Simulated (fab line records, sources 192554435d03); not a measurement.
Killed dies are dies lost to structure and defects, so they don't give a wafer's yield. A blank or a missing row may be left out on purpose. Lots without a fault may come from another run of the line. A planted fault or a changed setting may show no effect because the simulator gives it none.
Split-lot experiment | flow n5_finfet | 7 lots, 21 wafers read, on a route of 1938 steps

THE SPLIT
At N5_MOL_CONTACT_COAG_ETCHBACK_135 (etches SiO2 in CHF3, target depth 25 nm, time 16.7 s), the setting time_s was moved away from the recipe's 16.7 s on 5 of the 21 wafers read, by -20.1% to +17.3%. The other wafers ran this setting at the recipe's value.

The reading is taken at the split's own step.

THE READING
SOC_of_MOL_CONTACT_COAG_COAT_75.thk_nm (the simulator's own value, which no gauge read), in nm, at N5_MOL_CONTACT_COAG_ETCHBACK_135 (etches SiO2 in CHF3, target depth 25 nm, time 16.7 s). The file gives no usual value for it. The 16 wafers here that ran the recipe average 57.3 nm, standard deviation 0.24 nm.

wafer  | tool, chamber at the split | time_s as run, s | against the recipe | SOC_of_MOL_CONTACT_COAG_COAT_75.thk_nm, nm | against lot-mates on the recipe
L074.3 | rie_diel-04, 2             | 16.7             | recipe             | 57.4                                       | -
L074.4 | rie_diel-04, 1,3           | 16.7             | recipe             | 57.6                                       | -
L074.5 | rie_diel-04, 1,3           | 16.7             | recipe             | 57.6                                       | -
L075.1 | rie_diel-03, 0             | 16.7             | recipe             | 57.8                                       | -
L075.2 | rie_diel-03, 1             | 14.2             | -15.0%             | 57.8                                       | +0.1
L075.3 | rie_diel-03, 3             | 16.7             | recipe             | 57.6                                       | -
L082.2 | rie_diel-04, 3             | 16.7             | recipe             | 56.8                                       | -
L082.4 | rie_diel-04, 1             | 16.7             | recipe             | 57                                         | -
L082.6 | rie_diel-04, 0             | 15.53            | -7.0%              | 57.2                                       | +0.3
L089.1 | rie_diel-01, 0,3           | 16.7             | recipe             | 57.2                                       | -
L089.3 | rie_diel-01, 0,3           | 16.7             | recipe             | 57.2                                       | -
L089.4 | rie_diel-01, 1             | 19.59            | +17.3%             | 56.8                                       | -0.4
L093.3 | rie_diel-04, 0             | 16.7             | recipe             | 57.2                                       | -
L093.6 | rie_diel-04, 0             | 16.7             | recipe             | 57.2                                       | -
L093.4 | rie_diel-04, 3             | 13.41            | -19.7%             | 57.8                                       | +0.6
L094.2 | rie_diel-03, 1             | 13.34            | -20.1%             | 58                                         | +0.6
L094.3 | rie_diel-03, 3             | 16.7             | recipe             | 57.4                                       | -
L094.4 | rie_diel-03, 3             | 16.7             | recipe             | 57.4                                       | -
L096.2 | rie_diel-03, 3,2,1         | 16.7             | recipe             | 57.2                                       | -
L096.4 | rie_diel-03, 3,2,1         | 16.7             | recipe             | 57.2                                       | -
L096.5 | rie_diel-03, 3,2,1         | 16.7             | recipe             | 57.2                                       | -
Where a row lists several chambers, the file gives one row for several wafers and doesn't say which wafer went through which chamber.

THE FIT
A straight line over all 21 wafers: SOC_of_MOL_CONTACT_COAG_COAT_75.thk_nm changes by -0.0288 nm for each +1% of time_s; r = -0.70; the points scatter about the line by 0.24 nm.
The same after taking each lot's own level away (the mean of its wafers on the recipe; 21 wafers): -0.0251 nm for each +1%; r = -0.90; scatter 0.097 nm.
On that fit, the largest move of time_s shifts the reading by 0.5 nm.
The lots' own levels span 56.90 to 57.70 nm, that is 3.3 times the standard deviation above.
So the lot-to-lot level blurs the effect unless lot-mates are compared.
Check: with one of the wafers moved furthest among these (-20.1%) left out of the fit, the line predicts +0.469 nm for it against its lot-mates. It came out at +0.6 nm against them.

OTHER SPLITS ON THESE WAFERS
These wafers also went through other splits before the reading. Each is held against what the fit with the lots' levels taken away leaves over:
other split on the same wafers | wafers away from the commonest value | r with SOC_of_MOL_CONTACT_COAG_COAT_75.thk_nm (lot level and that fit taken away)
N5_GATE_CUT_COAT_34 spin_rpm   | 4                                    | +0.23

THE FILE'S OWN FIT
SOC_of_MOL_CONTACT_COAG_COAT_75.thk_nm changes by -0.0252 nm for each +1% of time_s, r = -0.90.
